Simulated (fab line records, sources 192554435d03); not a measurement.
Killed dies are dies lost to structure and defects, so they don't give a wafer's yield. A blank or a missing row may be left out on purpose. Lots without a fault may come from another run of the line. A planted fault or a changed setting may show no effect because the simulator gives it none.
Split-lot experiment | flow n5_finfet | 7 lots, 21 wafers read, on a route of 1938 steps

THE SPLIT
At N5_MOL_CONTACT_COAG_DESCUM_45 (chemistry O2, time 7 s), the setting time_s was moved away from the recipe's 7 s on 7 of the 21 wafers read, by -15.8% to -5.6%. The other wafers ran this setting at the recipe's value.

FROM THE SPLIT TO THE READING: what the file shows between them, 3 steps
- N5_MOL_CONTACT_COAG_ETCH_65: etches underlayer in N2/H2, target depth 13 nm, time 10.4 s
- N5_MOL_CONTACT_COAG_ETCH_66: etches SiARC in CF4, target depth 13 nm, time 21.7 s
- N5_MOL_CONTACT_COAG_ALD_133: deposits SiO2, target thk 5 nm, pulse time 1 s, co reactant pulse time 1 s

THE READING
CAR-EUV_of_MOL_CONTACT_COAG_COAT_34.thk_nm (the simulator's own value, which no gauge read), in nm, at N5_MOL_CONTACT_COAG_ETCHBACK_134 (etches SiO2 in CHF3, target depth 10 nm, time 6.7 s). The file gives no usual value for it. The 14 wafers here that ran the recipe average 15.6 nm, standard deviation 0.11 nm.

wafer  | tool, chamber at the split | time_s as run, s | against the recipe | CAR-EUV_of_MOL_CONTACT_COAG_COAT_34.thk_nm, nm | against lot-mates on the recipe
L078.2 | rie_diel-02, 2,1           | 7                | recipe             | 15.6                                           | -
L078.3 | rie_diel-02, 2,1           | 7                | recipe             | 15.6                                           | -
L078.5 | rie_diel-02, 3             | 6.605            | -5.6%              | 15.6                                           | +0.0
L081.1 | rie_diel-05, 2,1           | 7                | recipe             | 15.6                                           | -
L081.4 | rie_diel-05, 0             | 7                | recipe             | 15.6                                           | -
L081.2 | rie_diel-05, 2,1           | 7                | recipe             | 15.4                                           | -
L084.1 | rie_diel-04, 2,1           | 7                | recipe             | 15.4                                           | -
L084.6 | rie_diel-04, 2,1           | 7                | recipe             | 15.4                                           | -
L084.3 | rie_diel-04, 3             | 6.132            | -12.4%             | 16                                             | +0.6
L087.1 | rie_diel-05, 3,2,0         | 7                | recipe             | 15.6                                           | -
L087.3 | rie_diel-05, 3,2,0         | 7                | recipe             | 15.6                                           | -
L087.4 | rie_diel-05, 3,2,0         | 7                | recipe             | 15.8                                           | -
L089.1 | rie_diel-02, 2,3           | 6.44             | -8.0%              | 16                                             | +0.4
L089.2 | rie_diel-02, 2,3           | 6.44             | -8.0%              | 16                                             | +0.4
L089.3 | rie_diel-02, 1             | 7                | recipe             | 15.6                                           | -
L090.1 | rie_diel-05, 0             | 7                | recipe             | 15.6                                           | -
L090.5 | rie_diel-05, 0             | 7                | recipe             | 15.6                                           | -
L090.3 | rie_diel-05, 3             | 6.366            | -9.1%              | 15.8                                           | +0.2
L094.3 | rie_diel-04, 2             | 7                | recipe             | 15.4                                           | -
L094.5 | rie_diel-04, 2             | 5.892            | -15.8%             | 15.8                                           | +0.4
L094.6 | rie_diel-04, 1             | 5.892            | -15.8%             | 16.2                                           | +0.8
Where a row lists several chambers, the file gives one row for several wafers and doesn't say which wafer went through which chamber.

THE FIT
A straight line over all 21 wafers: CAR-EUV_of_MOL_CONTACT_COAG_COAT_34.thk_nm changes by -0.0319 nm for each +1% of time_s; r = -0.80; the points scatter about the line by 0.14 nm.
The same after taking each lot's own level away (the mean of its wafers on the recipe; 21 wafers): -0.0391 nm for each +1%; r = -0.90; scatter 0.11 nm.
On that fit, the largest move of time_s shifts the reading by 0.62 nm.
The lots' own levels span 15.40 to 15.67 nm, that is 2.4 times the standard deviation above.
So the lot-to-lot level changes the slope: the two fits differ.
Check: with one of the wafers moved furthest among these (-15.8%) left out of the fit, the line predicts +0.699 nm for it against its lot-mates. It came out at +0.4 nm against them.

OTHER SPLITS ON THESE WAFERS
These wafers also went through other splits before the reading. Each is held against what the fit with the lots' levels taken away leaves over:
other split on the same wafers               | wafers away from the commonest value | r with CAR-EUV_of_MOL_CONTACT_COAG_COAT_34.thk_nm (lot level and that fit taken away)
N5_GATE_CUT_DESCUM_18 time_s                 | 8                                    | -0.08
N5_MOL_CONTACT_COAG_CONTACT_ETCH_14 source_w | 4                                    | -0.56

THE WHOLE CHAIN: every reading that the file lists as answering this split, in the file's order
step                             | what it does                                        | reading                                                                                     | change (the file's fit)                | r (the file's)
N5_MOL_CONTACT_COAG_DESCUM_45    | chemistry O2, time 7 s                              | CAR-EUV_of_MOL_CONTACT_COAG_COAT_34.thk_nm (the simulator's own value, which no gauge read) | -0.0342 nm for each +1% of the setting | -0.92
N5_MOL_CONTACT_COAG_ETCHBACK_134 | etches SiO2 in CHF3, target depth 10 nm, time 6.7 s | CAR-EUV_of_MOL_CONTACT_COAG_COAT_34.thk_nm (the simulator's own value, which no gauge read) | -0.0377 nm for each +1% of the setting | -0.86

THE FILE'S OWN FIT
CAR-EUV_of_MOL_CONTACT_COAG_COAT_34.thk_nm changes by -0.0377 nm for each +1% of time_s, r = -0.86.
